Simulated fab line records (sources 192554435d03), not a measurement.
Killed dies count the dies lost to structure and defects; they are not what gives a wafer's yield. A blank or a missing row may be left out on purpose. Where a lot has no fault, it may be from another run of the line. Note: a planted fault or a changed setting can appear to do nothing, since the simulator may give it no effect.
Split-lot experiment    flow n5_finfet    route with 1938 steps; 7 lots, 21 wafers read

== THE SPLIT ITSELF ==
At N5_BEOL_M0_ETCH_109 (etches SiCN in CH3F/O2, target depth 8 nm, overetch 2.4 nm, time 27.4 s), the setting bias_w was moved away from the recipe's 75 W on 5 of the 21 wafers read, by -15.8% to -6.9%. For the rest of the wafers, this setting stayed at what the recipe calls for.

The reading comes from the split's own step.

== THE READING ==
rf_vpp_V, in V, at N5_BEOL_M0_ETCH_109 (etches SiCN in CH3F/O2, target depth 8 nm, overetch 2.4 nm, time 27.4 s). Fault-free wafers of this fab line usually give 298.2 V, standard deviation 1.3 V.

wafer   tool, chamber at the split  bias_w as run, W  against the recipe  rf_vpp_V, V  against lot-mates on the recipe
L074.1  rie_diel-05, 2              75                recipe              300.0        -
L074.4  rie_diel-05, 1              75                recipe              298.9        -
L074.5  rie_diel-05, 3              75                recipe              294.5        -
L077.2  rie_diel-05, 2              75                recipe              298.6        -
L077.3  rie_diel-05, 1              75                recipe              299.0        -
L077.4  rie_diel-05, 1              75                recipe              297.7        -
L084.1  rie_diel-04, 1              75                recipe              297.3        -
L084.2  rie_diel-04, 0              75                recipe              296.2        -
L084.5  rie_diel-04, 1              75                recipe              298.8        -
L085.1  rie_diel-04, 2              67.85             -9.5%               279.7        -19.5
L085.2  rie_diel-04, 3              75                recipe              298.9        -
L085.4  rie_diel-04, 1              75                recipe              299.5        -
L086.1  rie_diel-05, 2              69.85             -6.9%               285.3        -12.5
L086.3  rie_diel-05, 0              75                recipe              297.8        -
L086.6  rie_diel-05, 0              69.85             -6.9%               284.5        -13.3
L087.1  rie_diel-05, 1              75                recipe              298.3        -
L087.2  rie_diel-05, 2              75                recipe              298.2        -
L087.5  rie_diel-05, 3              75                recipe              301.6        -
L093.3  rie_diel-05, 1              75                recipe              298.6        -
L093.4  rie_diel-05, 3              63.18             -15.8%              269.1        -29.5
L093.6  rie_diel-05, 1              63.18             -15.8%              266.9        -31.7

FIT RESULTS
A straight line over all 21 wafers: rf_vpp_V changes by +1.93 V for each +1% of bias_w; r = +0.99; the points scatter about the line by 1.5 V.
The same after taking each lot's own level away (the mean of its wafers on the recipe; 21 wafers): +1.95 V for each +1%; r = +0.99; scatter 1.3 V.
That fit puts the effect of the largest move of bias_w on the reading at 31 V.
From 297.43 to 299.37 V: that is the span of the lots' own levels, equal to 1.5 times the standard deviation above.
The two slopes are in agreement: the lot-to-lot level therefore moves the slope only a little.
Check: with one of the wafers moved furthest among these (-15.8%) left out of the fit, the line predicts -31.4 V for it against its lot-mates. It came out at -29.5 V against them.
Tool readings at the split's step, against how far the setting was moved: rf_vpp_V r = +0.99.

== OTHER SPLITS ON THESE WAFERS ==
Before the reading, these wafers also passed through other splits. Each is held against what the fit with the lots' levels taken away leaves over:
other split on the same wafers     wafers away from the commonest value  r with rf_vpp_V (lot level and that fit taken away)
N5_BEOL_M0_SAQP_EXPOSE_11 dose_mj  6                                     +0.27
N5_BEOL_M0_SAQP_EXPOSE_37 dose_mj  7                                     +0.09
N5_BEOL_M0_ETCH_138 source_w       7                                     -0.10

== FILE'S OWN FIT ==
rf_vpp_V changes by +1.96 V for each +1% of bias_w, r = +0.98.
